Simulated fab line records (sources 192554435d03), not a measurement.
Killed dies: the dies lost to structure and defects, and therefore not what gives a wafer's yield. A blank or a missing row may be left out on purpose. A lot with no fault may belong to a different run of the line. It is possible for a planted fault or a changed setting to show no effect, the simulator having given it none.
Split-lot study | flow n5 finfet | 21 wafers read across 7 lots, on a route 1938 steps long

## SPLIT DETAILS
At N5_HKMG_FIN_ETCH_55 (etches SOC in N2/H2, target depth 240 nm, time 300 s), the setting bias w was moved away from the recipe's 150 W on 8 of the 21 wafers read, by -17.3% to +12.6%. This setting was run at the recipe's value on the other wafers.

The reading comes from the split's own step.

## THE READING
rf vpp V, in V, at N5_HKMG_FIN_ETCH_55 (etches SOC in N2/H2, target depth 240 nm, time 300 s). Fault-free wafers of this fab line usually give 525.0 V, standard deviation 2.5 V.

wafer  | tool, chamber at the split | bias w as run, W | against the recipe | rf vpp V, V | against lot-mates on the recipe
L075.1 | rie diel-04, 0             | 150              | recipe             | 522.2       | -
L075.3 | rie diel-04, 2             | 167.2            | +11.5%             | 558.7       | +36.5
L075.6 | rie diel-04, 2             | 167.2            | +11.5%             | 558.3       | +36.1
L076.4 | rie diel-05, 2             | 168.9            | +12.6%             | 565.7       | +41.1
L076.5 | rie diel-05, 0             | 150              | recipe             | 524.6       | -
L076.6 | rie diel-05, 1             | 168.9            | +12.6%             | 566.4       | +41.8
L084.1 | rie diel-06, 1             | 150              | recipe             | 522.9       | -
L084.2 | rie diel-06, 3             | 150              | recipe             | 525.4       | -
L084.3 | rie diel-06, 2             | 165              | +10.0%             | 561.8       | +37.6
L087.1 | rie diel-04, 3             | 124              | -17.3%             | 467.2       | -61.4
L087.2 | rie diel-04, 0             | 124              | -17.3%             | 464.1       | -64.5
L087.6 | rie diel-04, 3             | 150              | recipe             | 528.6       | -
L090.1 | rie diel-06, 1             | 150              | recipe             | 521.2       | -
L090.3 | rie diel-06, 0             | 150              | recipe             | 528.4       | -
L090.6 | rie diel-06, 0             | 150              | recipe             | 528.4       | -
L092.2 | rie diel-06, 0             | 150              | recipe             | 526.3       | -
L092.3 | rie diel-06, 1             | 143              | -4.7%              | 508.1       | -19.1
L092.6 | rie diel-06, 0             | 150              | recipe             | 528.1       | -
L097.1 | rie diel-05, 1             | 150              | recipe             | 524.7       | -
L097.5 | rie diel-05, 2             | 150              | recipe             | 523.9       | -
L097.6 | rie diel-05, 1             | 150              | recipe             | 526.5       | -

THE FIT
A straight line over all 21 wafers: rf vpp V changes by +3.31 V for each +1% of bias w; r = +0.99; the points scatter about the line by 2.8 V.
The same after taking each lot's own level away (the mean of its wafers on the recipe; 21 wafers): +3.48 V for each +1%; r = +1.00; scatter 2.3 V.
According to that fit, moving bias w by its largest amount changes the reading by 60 V.
Measured against the standard deviation above, the lots' own levels, which go from 522.20 to 528.60 V, span 2.6 times it.
The two slopes are in agreement: the lot-to-lot level therefore moves the slope only a little.
Check: -61.1 V against its lot-mates is what the line predicts for one of the wafers moved furthest among these (-17.3%) when that wafer is left out of the fit. Against them it came out at -61.4 V.
Tool readings at the split's step, against how far the setting was moved: rf vpp V r = +0.99.

## THE WHOLE CHAIN: every reading that the file lists as answering this split, in the file's order
step                | what it does                                         | reading                                                                           | change (the file's fit)               | r (the file's)
N5_HKMG_FIN_ETCH_55 | etches SOC in N2/H2, target depth 240 nm, time 300 s | rf vpp V                                                                          | +3.5 V for each +1% of the setting    | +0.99
N5_HKMG_FIN_ETCH_55 | etches SOC in N2/H2, target depth 240 nm, time 300 s | etch.depth nm (the simulator's own value, which no gauge read)                    | +1.34 nm for each +1% of the setting  | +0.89
N5_HKMG_FIN_ETCH_55 | etches SOC in N2/H2, target depth 240 nm, time 300 s | HKMG_FIN.feature depth nm (the simulator's own value, which no gauge read)        | +1.34 nm for each +1% of the setting  | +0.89
N5_HKMG_FIN_ETCH_55 | etches SOC in N2/H2, target depth 240 nm, time 300 s | SiARC_of_HKMG_FIN_COAT_42.thk nm (the simulator's own value, which no gauge read) | -0.179 nm for each +1% of the setting | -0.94

## FILE'S OWN FIT
rf vpp V changes by +3.5 V for each +1% of bias w, r = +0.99.
